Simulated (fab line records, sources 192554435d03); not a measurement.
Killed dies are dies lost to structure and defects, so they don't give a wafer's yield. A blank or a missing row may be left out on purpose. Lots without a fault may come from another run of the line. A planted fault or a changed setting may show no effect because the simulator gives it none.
fab line records | flow n5_finfet
record lots=5 wafers=15 last_day=17
route steps=1938 shown SDB@361 BEOL_M4@1111 PASSIVATION@1936
lots that met no fault: from a run of the same line without faults
start_h: hours from the record's first day to the start of the lot's first wafer shown | wait_h: hours since the lot's step before | " the same as in the row above | L1.1+2: a row that stands for several wafers | - no value, or no start given | * or withheld: withheld | < > ~ a bound
route shown NAME@n: a module of which the file shows steps, and the number in the route of the first | usual: mean/standard deviation of fault-free wafers | same: alike in all rows | chamber/n: place in a boat | sites: the reading at each site | _std_site: their standard deviation | _edge_site: outer sites' mean less inner sites' | radius_mm: how far each site lies from the wafer's centre | mask NAME#n: copy n | behind: the tool/chamber that last shaped the wafer | hold: why the lot was held/for how many hours/how that ended | device: the transistor (n, p or np) that didn't switch | end of line: the same wafers' tests at the end of the route | a step without rows: its recipe alone | killed: dies lost to structure and defects at the first sort, not the wafer's yield | map: a wafer's dies, x killed, . not, _ none there
set.NAME: the setting as run; set.NAME@STEP: as run at that earlier step | model.NAME: the simulator's own value behind a step, which no gauge read
lots at some steps of the route; a table a step, a row a wafer
services: from which hour (start_h, from the record's first day; less than 0 if before it) a tool's chamber was out of use, for how many hours, and why
## steps
# step N5_SDB_ETCH_18
# recipe chemistry=N2/H2 target=SOC target_depth_a=1000 overetch_a=200 mask_material=SiARC temp_c=40 time_s=150 ion_energy_ev=200 pressure_mtorr=30 source_w=840 bias_w=150 n2_flow_sccm=200 h2_flow_sccm=200
# step N5_SDB_STRIP_19
# recipe chemistry=N2/H2 temp_c=40 n2_flow_sccm=200 h2_flow_sccm=200 rf_frequency_hz=6e+07
# step N5_SDB_STRIP_21
# recipe chemistry=CF4 resist=SiARC power_w=300 bias_power_w=75 pressure_mtorr=50 cf4_flow_sccm=150 rf_frequency_hz=6e+07
# step N5_SDB_HM_OPEN_20
# recipe chemistry=CH3F/O2 target=SiNx mask_material=SOC target_depth_a=240 stop_on=poly-Si over_etch_frac=0.4 ion_energy_ev=120 pressure_mtorr=30 source_w=395 bias_w=73 Ar_flow_sccm=150 CH3F_flow_sccm=30 O2_flow_sccm=20
# step N5_SDB_STRIP_22
# recipe chemistry=N2/H2 power_w=1000 temp_c=250 h2_frac=0.65 overash_fraction=0.3 pressure_mtorr=withheld n2_flow_sccm=1750 h2_flow_sccm=3250
# step N5_SDB_PRECLEAN_23
# recipe chemistry=dHF time_s=30 temp_c=25 dilution=withheld
# step N5_SDB_DUMMY_REMOVE_24
# recipe chemistry=TMAH temp_c=70 target=poly-Si stop_on=SiO2 target_depth_nm=142 conc_wt_pct=5 time_s=57 dry=ipa_marangoni rinse_time_s=30 rinse_temp_c=23
# step N5_SDB_ETCH_25
# recipe chemistry=C4F6/O2 target=SiO2 target_depth_a=100 time_s=3.3 ion_energy_ev=250 mask_material=SiNx pressure_mtorr=30 source_w=345 bias_w=185 Ar_flow_sccm=300 C4F6_flow_sccm=10 O2_flow_sccm=10
# step N5_SDB_CUT_ETCH_26
# recipe chemistry=HBr/Cl2/O2 target=Si target_depth_a=1296 bt_time_s=20 mask_material=SiNx time_s=51.8 ion_energy_ev=* bias_w=* pressure_mtorr=10 icp_w=800 HBr_flow_sccm=150 Cl2_flow_sccm=80 O2_flow_sccm=12
# step N5_SDB_PRECLEAN_38
# recipe chemistry=dHF time_s=10 dilution=750:1 temp_c=25
# step N5_SDB_PRECLEAN_39
# recipe chemistry=O3/DIW time_s=45 temp_c=22 o3_ppm=10
# step N5_SDB_SRD_28
# recipe dry=ipa_marangoni time_s=30 temp_c=23 rinse_liquid=diw
# step N5_SDB_ALD_29
# recipe material=SiNx target_thk_a=300 temp_c=400 ald_precursor_family=SiH2I2 ald_co_reactant=N2/H2-plasma pulse_time_s=1 ald_cycles=600 purge_time_s=2 co_reactant_purge_time_s=2 pressure_torr=2
# usual ald_cycles=600/0 chamber_pressure_Torr=2.000/0.0044 heater_power_w=840/96 precursor_pulse_height_rel=1.003/0.021
# columns lot.wafer tool chamber start_h wait_h ald_cycles chamber_pressure_Torr heater_power_w precursor_pulse_height_rel since_wet_clean_h
L983.3 ald_sin-02 0 83.82 0.0 600 2.003 913 0.976 365
L983.4 " 3 85.17 1.4 600 1.998 872 1.023 -
L983.5 " 0 " " 600 2.007 920 0.991 -
L991.3 ald_sin-02 2 133.81 0.0 - - - - -
L991.5 " 1 135.16 1.4 - - - - -
L991.6 " 2 " " - - - - -
L992.2 ald_sin-02 3 137.72 0.0 - - - - -
L992.5 " 1 139.07 1.4 - - - - -
L992.6 " 2 " " - - - - -
L993.1 ald_sin-02 1 144.75 0.0 - - - - -
L993.2 " 3 " " - - - - -
L993.4 " 2 " " - - - - -
L102.2 ald_sin-04 0 203.18 0.0 600 2.003 978 0.999 196
L102.4 " 2 " " 600 2.005 859 1.033 196
L102.6 " 2 204.54 1.4 600 2.004 869 0.989 -
# step N5_SDB_CMP_30
# recipe stop_on=poly-Si t_overpolish_s=1.54 post_cmp_clean=alkaline_brush down_force_psi=4.1491 platen_rpm=51.796 pad_velocity_m_s=1.0306 target_thk_nm=30
# usual motor_current_A=12.9/1.5 pad_life_wafers=1199/710 time_to_endpoint_s=17.2/2.2
# columns lot.wafer tool chamber start_h wait_h motor_current_A pad_life_wafers time_to_endpoint_s
L983.4 cmp-02 3 86.63 0.1 13.2 254 14.5
L983.3 " 0 " " 11.2 255 15.2
L983.5 " 2 " " 11.1 - 15.6
L991.3 cmp-03 0 136.65 1.5 13.3 2193 6.1
L991.6 " 1 " " 12.8 - 6.1
L991.5 " 2 " " 10.9 - 5.7
L992.2 cmp-02 0 140.53 1.5 10.9 572 7.8
L992.5 " 2 " " 11.0 - 5.8
L992.6 " 3 " " 13.2 - 9.8
L993.4 cmp-03 0 147.52 1.4 14.4 19 6.2
L993.2 " 1 " " 12.6 20 4.4
L993.1 " 2 " " 11.2 21 1.5
L102.2 cmp-01 3 205.92 1.4 11.6 1848 18.6
L102.4 " 1 " " 12.0 1850 16.1
L102.6 " 3 " " 11.9 - 16.6
# step N5_BEOL_M4_RC_MEAS_101
# usual DIBL_N=36.4/1.5 DIBL_P=36.4/1.6 IOFF_N=0.164/0.025 IOFF_P=0.214/0.028 ION_N=675/9.9 ION_P=463/6.5 SS_N=71.5/0.5 SS_P=73.3/0.56 VT_N=249.2/2.7 VT_P=-250.1/2.8
# columns lot.wafer tool chamber start_h wait_h DIBL_N[mV/V] DIBL_P[mV/V] IOFF_N[nA/um] IOFF_P[nA/um] ION_N[uA/um] ION_P[uA/um] SS_N[mV/dec] SS_P[mV/dec] VT_N[mV] VT_P[mV]
L983.3 prober-01 0 183.43 0.3 35.2 35.7 0.130 0.164 668 452 70.5 73.0 251.5 -254.6
L983.4 " 0 " " 35.9 36.6 0.140 0.174 663 452 71.6 74.0 250.7 -256.3
L983.5 " 0 " " 35.7 36.2 0.139 0.167 669 456 71.7 73.3 251.8 -257.6
L102.2 prober-02 0 304.17 0.8 37.1 37.6 0.163 0.228 663 461 71.3 73.1 248.3 -248.4
L102.4 " 0 " " 37.7 39.5 0.195 0.269 686 470 71.9 74.1 247.5 -247.2
L102.6 " 0 " " 34.9 35.4 0.131 0.190 678 465 71.3 72.3 251.5 -250.0
# step N5_PASSIVATION_PROBE_49
# usual defect_limited_yield=91.1/1.4 killed_at_M0_to_M3=35/8.7 killed_at_M4_up=14/5.3 killed_at_contacts=12/6.2 killed_at_front_end=41/12 killed_at_other=3.4/2.6 killed_dies=105/16 killed_on_rim=14/3.8 killed_open=67/13 killed_short=36/7.3 sort_bin_5_function=5.2/0.96 sort_bin_6_memory=3.3/0.6 sort_n_pass=1075/16 sort_yield_pct=91.1/1.4
# same gross_dies=1180 killed_at_back_side=0 sort_bin_4_leakage[%]=0 sort_bin_8_speed[%]=0
# columns lot.wafer tool chamber start_h wait_h defect_limited_yield[%] killed_at_M0_to_M3 killed_at_M4_up killed_at_contacts killed_at_front_end killed_at_other killed_dies killed_on_rim killed_open killed_short sort_bin_5_function[%] sort_bin_6_memory[%] sort_n_pass sort_yield_pct[%]
L983.3 prober-02 - 279.08 0.1 90.5 42 11 14 41 4 112 16 63 46 5.8 3.3 1068 90.5
L983.4 prober-02 - 279.13 0.2 90.8 15 23 16 51 4 109 12 76 30 5.4 3.4 1071 90.8
L983.5 prober-02 - 279.18 0.2 91.4 21 10 25 42 4 102 10 72 30 4.6 3.7 1078 91.4
L991.3 prober-01 - 336.20 0.1 0 48 8 11 1110 3 1180 152 58 49 96.1 3.3 0 0
L991.5 prober-01 - 336.30 0.2 0 29 13 13 1120 5 1180 152 67 37 96.0 3.7 0 0
L991.6 prober-01 - 336.35 0.3 0 36 11 7 1125 1 1180 152 66 22 96.8 2.9 0 0
L993.1 prober-02 - 345.30 0.0 0 31 24 6 1119 0 1180 152 69 36 96.5 3.2 0 0
L993.2 prober-02 - 345.35 0.1 0 35 20 13 1107 5 1180 152 72 24 96.9 3.0 0 0
L993.4 prober-02 - 345.45 0.2 0 40 27 2 1103 8 1180 152 56 36 96.6 2.9 0 0
L992.2 prober-02 - 347.96 0.2 0 42 12 10 1112 4 1180 152 81 50 95.8 3.9 0 0
L992.5 prober-02 - 348.11 0.4 0 25 11 5 1139 0 1180 152 47 32 96.9 2.5 0 0
L992.6 prober-02 - 348.16 0.4 0 42 17 7 1111 3 1180 152 59 30 96.0 3.6 0 0
L102.2 prober-02 - 413.65 0.1 92.3 27 10 14 38 2 91 7 49 41 4.1 3.2 1089 92.3
L102.4 prober-02 - 413.75 0.2 92.2 47 12 8 22 3 92 14 58 34 4.2 3.5 1088 92.2
L102.6 prober-02 - 413.85 0.3 93.6 34 10 6 25 1 76 9 50 26 4.1 2.2 1104 93.6
# killed by level:class
L983.3 BEOL_M1:geometric_particle:open=11 BEOL_M0_SAQP:geometric_particle:short=10 STI_FIN_REVEAL:geometric_particle:open=9 BEOL_M3:geometric_particle:open=7 MOL_CONTACT_COAG:geometric_particle:open=7 MOL_CONTACT_COAG:geometric_particle:short=7 FIN_SAQP:geometric_particle:short=6 BEOL_M2:geometric_particle:open=5
L983.4 STI_FIN_REVEAL:geometric_particle:open=17 MOL_CONTACT_COAG:geometric_particle:open=15 BEOL_M3:geometric_particle:open=9 DUMMY_GATE:geometric_particle:open=8 STI_FIN_REVEAL:geometric_particle:short=6 BEOL_M4:geometric_particle:open=6 BEOL_M8:geometric_particle:open=5 FIN_SAQP:geometric_particle:short=4
L983.5 MOL_CONTACT_COAG:geometric_particle:open=20 FIN_SAQP:geometric_particle:open=12 FIN_SAQP:geometric_particle:short=12 BEOL_M2:geometric_particle:open=7 STI_FIN_REVEAL:geometric_particle:open=5 MOL_CONTACT_COAG:geometric_particle:short=5 BEOL_M0_SAQP:geometric_particle:short=4 BEOL_M4:geometric_particle:open=4
L991.3 SDB:area_ald=1072 BEOL_M0_SAQP:geometric_particle:short=17 BEOL_M0_SAQP:geometric_particle:open=13 FIN_SAQP:geometric_particle:open=9 STI_FIN_REVEAL:geometric_particle:open=8 BEOL_M1:geometric_particle:open=8 GATE_CUT:geometric_particle:short=7 MOL_CONTACT_COAG:geometric_particle:open=7
L991.5 SDB:area_ald=1073 STI_FIN_REVEAL:geometric_particle:open=15 MOL_CONTACT_COAG:geometric_particle:open=10 DUMMY_GATE:geometric_particle:open=6 BEOL_M0:geometric_particle:open=6 BEOL_M4:geometric_particle:open=5 STI_FIN_REVEAL:geometric_particle:short=4 BEOL_M0:geometric_particle:short=4
L991.6 SDB:area_ald=1091 STI_FIN_REVEAL:geometric_particle:open=9 BEOL_M2:geometric_particle:open=7 BEOL_M3:geometric_particle:open=7 DUMMY_GATE:geometric_particle:open=6 MOL_CONTACT_COAG:geometric_particle:open=6 BEOL_M0_SAQP:geometric_particle:open=6 BEOL_M0_SAQP:geometric_particle:short=5
L993.1 SDB:area_ald=1071 BEOL_M3:geometric_particle:open=11 BEOL_M4:geometric_particle:open=11 DUMMY_GATE:geometric_particle:open=8 FIN_SAQP:geometric_particle:open=7 STI_FIN_REVEAL:geometric_particle:open=6 MOL_CONTACT_COAG:geometric_particle:open=5 BEOL_M0_SAQP:geometric_particle:short=5
L993.2 SDB:area_ald=1083 MOL_CONTACT_COAG:geometric_particle:open=12 BEOL_M4:geometric_particle:open=12 BEOL_M0_SAQP:geometric_particle:short=9 BEOL_M0_SAQP:geometric_particle:open=7 FIN_SAQP:geometric_particle:open=6 BEOL_M2:geometric_particle:open=6 BEOL_M3:geometric_particle:open=6
L993.4 SDB:area_ald=1087 BEOL_M0_SAQP:geometric_particle:open=10 BEOL_M0_SAQP:geometric_particle:short=9 BEOL_M4:geometric_particle:open=9 BEOL_M1:geometric_particle:open=6 BEOL_M1:geometric_particle:short=6 BEOL_M2:geometric_particle:open=5 BEOL_M7:geometric_particle:open=5
L992.2 SDB:area_ald=1048 FIN_SAQP:geometric_particle:open=29 BEOL_M0_SAQP:geometric_particle:short=15 FIN_SAQP:geometric_particle:short=13 MOL_CONTACT_COAG:geometric_particle:open=8 BEOL_M3:geometric_particle:open=8 BEOL_M0_SAQP:geometric_particle:open=7 BEOL_M2:geometric_particle:open=6
L992.5 SDB:area_ald=1101 FIN_SAQP:geometric_particle:open=8 BEOL_M0_SAQP:geometric_particle:open=7 BEOL_M0_SAQP:geometric_particle:short=7 FIN_SAQP:geometric_particle:short=6 GATE_CUT:geometric_particle:short=6 BEOL_M5:geometric_particle:open=5 GATE_CUT:geometric_particle:open=5
L992.6 SDB:area_ald=1087 BEOL_M3:geometric_particle:open=8 GATE_CUT:geometric_particle:short=7 GATE_CUT:geometric_particle:open=7 MOL_CONTACT_COAG:geometric_particle:open=7 BEOL_M0_SAQP:geometric_particle:short=7 BEOL_M2:geometric_particle:open=7 BEOL_M0_SAQP:geometric_particle:open=5
L102.2 MOL_CONTACT_COAG:geometric_particle:open=9 STARTING-WAFER:geometric_particle:short=9 BEOL_M0_SAQP:geometric_particle:short=7 BEOL_M1:geometric_particle:open=6 FIN_SAQP:geometric_particle:open=5 DUMMY_GATE:geometric_particle:open=5 MOL_CONTACT_COAG:geometric_particle:short=5 BEOL_M0_SAQP:geometric_particle:open=5
L102.4 BEOL_M0_SAQP:geometric_particle:short=17 BEOL_M0_SAQP:geometric_particle:open=14 MOL_CONTACT_COAG:geometric_particle:open=7 BEOL_M1:geometric_particle:open=6 STARTING-WAFER:geometric_particle:open=6 DUMMY_GATE:geometric_particle:open=5 BEOL_M4:geometric_particle:short=4 BEOL_M3:geometric_particle:open=3
L102.6 BEOL_M0_SAQP:geometric_particle:short=11 BEOL_M0_SAQP:geometric_particle:open=9 STI_FIN_REVEAL:geometric_particle:open=8 MOL_CONTACT_COAG:geometric_particle:open=6 BEOL_M1:geometric_particle:open=6 FIN_SAQP:geometric_particle:open=4 DUMMY_GATE:geometric_particle:open=4 BEOL_M3:geometric_particle:open=4
# map L991.3 (x killed, . not)
_________________xxxxxxxxxxxx________________
______________xxxxxxxxxxxxxxxxxx_____________
___________xxxxxxxxxxxxxxxxxxxxxxxx__________
__________xxxxxxxxxxxxxxxxxxxxxxxxxx_________
________xxxxxxxxxxxxxxxxxxxxxxxxxxxxxx_______
_______xxxxxxxxxxxxxxxxxxxxxxxxxxxxxxxx______
______xxxxxxxxxxxxxxxxxxxxxxxxxxxxxxxxxx_____
_____xxxxxxxxxxxxxxxxxxxxxxxxxxxxxxxxxxxx____
____xxxxxxxxxxxxxxxxxxxxxxxxxxxxxxxxxxxxxx___
___xxxxxxxxxxxxxxxxxxxxxxxxxxxxxxxxxxxxxxxx__
___xxxxxxxxxxxxxxxxxxxxxxxxxxxxxxxxxxxxxxxx__
__xxxxxxxxxxxxxxxxxxxxxxxxxxxxxxxxxxxxxxxxxx_
__xxxxxxxxxxxxxxxxxxxxxxxxxxxxxxxxxxxxxxxxxx_
_xxxxxxxxxxxxxxxxxxxxxxxxxxxxxxxxxxxxxxxxxxxx
_xxxxxxxxxxxxxxxxxxxxxxxxxxxxxxxxxxxxxxxxxxxx
_xxxxxxxxxxxxxxxxxxxxxxxxxxxxxxxxxxxxxxxxxxxx
_xxxxxxxxxxxxxxxxxxxxxxxxxxxxxxxxxxxxxxxxxxxx
_xxxxxxxxxxxxxxxxxxxxxxxxxxxxxxxxxxxxxxxxxxxx
_xxxxxxxxxxxxxxxxxxxxxxxxxxxxxxxxxxxxxxxxxxxx
_xxxxxxxxxxxxxxxxxxxxxxxxxxxxxxxxxxxxxxxxxxxx
_xxxxxxxxxxxxxxxxxxxxxxxxxxxxxxxxxxxxxxxxxxxx
__xxxxxxxxxxxxxxxxxxxxxxxxxxxxxxxxxxxxxxxxxx_
__xxxxxxxxxxxxxxxxxxxxxxxxxxxxxxxxxxxxxxxxxx_
___xxxxxxxxxxxxxxxxxxxxxxxxxxxxxxxxxxxxxxxx__
___xxxxxxxxxxxxxxxxxxxxxxxxxxxxxxxxxxxxxxxx__
____xxxxxxxxxxxxxxxxxxxxxxxxxxxxxxxxxxxxxx___
_____xxxxxxxxxxxxxxxxxxxxxxxxxxxxxxxxxxxx____
______xxxxxxxxxxxxxxxxxxxxxxxxxxxxxxxxxx_____
_______xxxxxxxxxxxxxxxxxxxxxxxxxxxxxxxx______
________xxxxxxxxxxxxxxxxxxxxxxxxxxxxxx_______
__________xxxxxxxxxxxxxxxxxxxxxxxxxx_________
___________xxxxxxxxxxxxxxxxxxxxxxxx__________
______________xxxxxxxxxxxxxxxxxx_____________
_________________xxxxxxxxxxxx________________
# map L992.2 (x killed, . not)
_________________xxxxxxxxxxxx________________
______________xxxxxxxxxxxxxxxxxx_____________
___________xxxxxxxxxxxxxxxxxxxxxxxx__________
__________xxxxxxxxxxxxxxxxxxxxxxxxxx_________
________xxxxxxxxxxxxxxxxxxxxxxxxxxxxxx_______
_______xxxxxxxxxxxxxxxxxxxxxxxxxxxxxxxx______
______xxxxxxxxxxxxxxxxxxxxxxxxxxxxxxxxxx_____
_____xxxxxxxxxxxxxxxxxxxxxxxxxxxxxxxxxxxx____
____xxxxxxxxxxxxxxxxxxxxxxxxxxxxxxxxxxxxxx___
___xxxxxxxxxxxxxxxxxxxxxxxxxxxxxxxxxxxxxxxx__
___xxxxxxxxxxxxxxxxxxxxxxxxxxxxxxxxxxxxxxxx__
__xxxxxxxxxxxxxxxxxxxxxxxxxxxxxxxxxxxxxxxxxx_
__xxxxxxxxxxxxxxxxxxxxxxxxxxxxxxxxxxxxxxxxxx_
_xxxxxxxxxxxxxxxxxxxxxxxxxxxxxxxxxxxxxxxxxxxx
_xxxxxxxxxxxxxxxxxxxxxxxxxxxxxxxxxxxxxxxxxxxx
_xxxxxxxxxxxxxxxxxxxxxxxxxxxxxxxxxxxxxxxxxxxx
_xxxxxxxxxxxxxxxxxxxxxxxxxxxxxxxxxxxxxxxxxxxx
_xxxxxxxxxxxxxxxxxxxxxxxxxxxxxxxxxxxxxxxxxxxx
_xxxxxxxxxxxxxxxxxxxxxxxxxxxxxxxxxxxxxxxxxxxx
_xxxxxxxxxxxxxxxxxxxxxxxxxxxxxxxxxxxxxxxxxxxx
_xxxxxxxxxxxxxxxxxxxxxxxxxxxxxxxxxxxxxxxxxxxx
__xxxxxxxxxxxxxxxxxxxxxxxxxxxxxxxxxxxxxxxxxx_
__xxxxxxxxxxxxxxxxxxxxxxxxxxxxxxxxxxxxxxxxxx_
___xxxxxxxxxxxxxxxxxxxxxxxxxxxxxxxxxxxxxxxx__
___xxxxxxxxxxxxxxxxxxxxxxxxxxxxxxxxxxxxxxxx__
____xxxxxxxxxxxxxxxxxxxxxxxxxxxxxxxxxxxxxx___
_____xxxxxxxxxxxxxxxxxxxxxxxxxxxxxxxxxxxx____
______xxxxxxxxxxxxxxxxxxxxxxxxxxxxxxxxxx_____
_______xxxxxxxxxxxxxxxxxxxxxxxxxxxxxxxx______
________xxxxxxxxxxxxxxxxxxxxxxxxxxxxxx_______
__________xxxxxxxxxxxxxxxxxxxxxxxxxx_________
___________xxxxxxxxxxxxxxxxxxxxxxxx__________
______________xxxxxxxxxxxxxxxxxx_____________
_________________xxxxxxxxxxxx________________
## services
# columns tool chamber start_h hours kind
ald_sin-02 2 71.28 30.4 repair
ald_sin-02 - 86.52 14.0 pm
ald_sin-02 0 86.52 14.0 vent_cycle
ald_sin-02 1 86.52 14.0 vent_cycle
ald_sin-02 3 86.52 14.0 vent_cycle
ald_sin-02 0 100.52 - clean
ald_sin-02 1 100.52 - clean
ald_sin-02 3 100.52 - clean
cmp-02 - 105.47 11.0 pm
cmp-01 - 122.32 0.2 repair
cmp-03 - 139.74 4.0 pm
cmp-03 - 143.74 - consumable_replace:conditioner
cmp-03 - 143.74 - consumable_replace:pad
cmp-01 - 171.22 0.3 repair
ald_sin-02 - 182.71 14.6 pm
cmp-02 - 184.44 0.7 repair
## key
first_sign step=N5_SDB_ALD_29 reading=tool_record direction=missing
effect step=N5_SDB_CMP_30 reading=time_to_endpoint_s direction=down sigmas=5.2 usual=* struck=*
effect step=N5_PASSIVATION_PROBE_49 reading=sort_bin_5_function direction=up sigmas=95 usual=5.2 struck=96.4
more_kills_born_at N5_SDB_ALD_29@ald_sin-02=9713
met_at N5_SDB_ALD_29
struck_wafers L991.3,L991.5,L991.6,L992.2,L992.5,L992.6,L993.1,L993.2,L993.4
later_rows_left_out L991.3,L991.5,L991.6,L992.2,L992.5,L992.6,L993.1,L993.2,L993.4
onset_between 83.82 133.81
fault kind=skipped_step_whole tool=ald_sin-02 chamber=- onset_h=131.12 steps=N5_SDB_ALD_29 scope=struck_lots_only
# later_rows_left_out: the simulator's readings of these wafers behind a module that went badly wrong aren't trusted and aren't shown, but for the sort
